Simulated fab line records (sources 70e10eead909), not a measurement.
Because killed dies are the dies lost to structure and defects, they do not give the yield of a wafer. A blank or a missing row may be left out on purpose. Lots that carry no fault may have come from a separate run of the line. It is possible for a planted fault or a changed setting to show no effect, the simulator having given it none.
A lot that was struck, set against a sound lot / flow nand_harc / 15 steps out of a route of 1302
Sound: wafers L241.4, L241.5, L241.6. Struck: wafer L235.2. (L235.6 of the same lot was not struck and is left out.) The cause comes at the end.
At each step with rows: each side's tool, then ch and its chambers, then its first start. Under that, the readings that differ: sound wafers / struck wafers / difference of the means / sigmas: that difference in standard deviations of wafers without a fault.
alike: readings whose means differ by less than 2 such deviations, and words and numbers that are the same on both sides. not compared: withheld readings, readings that some wafer has no value for, bounds like >300 that may hide the same value, and numbers for which the record gives no deviation and whose values overlap.
A row with sigmas, a row that says differs or no value, or rows on one side alone: a step with any of these is where the two part. Numbers that have no deviation but don't overlap get no sigmas and don't part them. Lack of a reading on every wafer of one side parts them only where that side has two or more wafers.

first, 1 step without rows for these wafers: NHARC_A_DECK1_JOINT_SRD_15.
NHARC_A_DECK1_JOINT_DEP_16: deposits SiO2, target thk 45 nm.
  sound on pecvd-03 ch 0,1,2, day 18 09:28; struck on pecvd-03 ch 2, day 15 09:52
  alike: heater_power_outer_w, heater_power_w, throttle_valve_pct
NHARC_A_DECK1_JOINT_THK_MEAS_17: measures by ellipsometry.
  sound on film_metro-01, day 18 09:40; struck on film_metro-01, day 15 10:08
  alike: thk_nm
NHARC_A_DECK1_JOINT_INSPECT_05:
  sound on defect_inspect-02, day 18 09:42; struck on defect_inspect-02, day 15 10:10
  alike: raw_defect_count
next comes 1 step that has no rows for these wafers: NHARC_A_ONON_D2_DEP_00 (target thickness 1000 nm).
NHARC_A_ONON_D2_THK_MEAS_02: measures by ellipsometry.
  sound on film_metro-02, day 18 10:17; struck on film_metro-02, day 15 10:44
reading=thk_nm (nm); sound=1028 1028 1029; struck=994; difference=-34; sigmas=-3
next comes 1 step that has no rows for these wafers: NHARC_A_ONON_D2_DEP_03 (target thickness 1000 nm).
NHARC_A_ONON_D2_THK_MEAS_05: measures by ellipsometry.
  sound on film_metro-01, day 18 10:50; struck on film_metro-02, day 15 11:19
  alike: thk_nm
next comes 1 step that has no rows for these wafers: NHARC_A_ONON_D2_DEP_06 (target thickness 1000 nm).
NHARC_A_ONON_D2_THK_MEAS_08: measures by ellipsometry.
  sound on film_metro-01, day 18 11:25; struck on film_metro-01, day 15 11:52
  alike: thk_nm
next comes 1 step that has no rows for these wafers: NHARC_A_ONON_D2_DEP_09 (target thickness 1000 nm).
NHARC_A_ONON_D2_THK_MEAS_11: measures by ellipsometry.
  sound on film_metro-02, day 18 11:59; struck on film_metro-02, day 15 12:26
  alike: thk_nm
NHARC_A_ONON_D2_DEP_12: target thk 1000 nm.
  sound on pecvd_onon-01 ch 0, day 18 12:13; struck on pecvd_onon-02 ch 0, day 15 12:34
  alike: nh3_flow_sccm
NHARC_A_ONON_D2_THK_MEAS_14: measures by ellipsometry.
  sound on film_metro-02, day 18 12:33; struck on film_metro-02, day 15 13:02
reading=thk_nm (nm); sound=994 992 992; struck=742; difference=-251; sigmas=-25
then, 1 step without rows for these wafers: NHARC_A_ONON_D2_ANNEAL_15 (time 3600 s).

WHERE THEY PART
Last at NHARC_A_ONON_D2_THK_MEAS_14 as far as this record goes, first at NHARC_A_ONON_D2_THK_MEAS_02.

WHY: what the simulator had put in
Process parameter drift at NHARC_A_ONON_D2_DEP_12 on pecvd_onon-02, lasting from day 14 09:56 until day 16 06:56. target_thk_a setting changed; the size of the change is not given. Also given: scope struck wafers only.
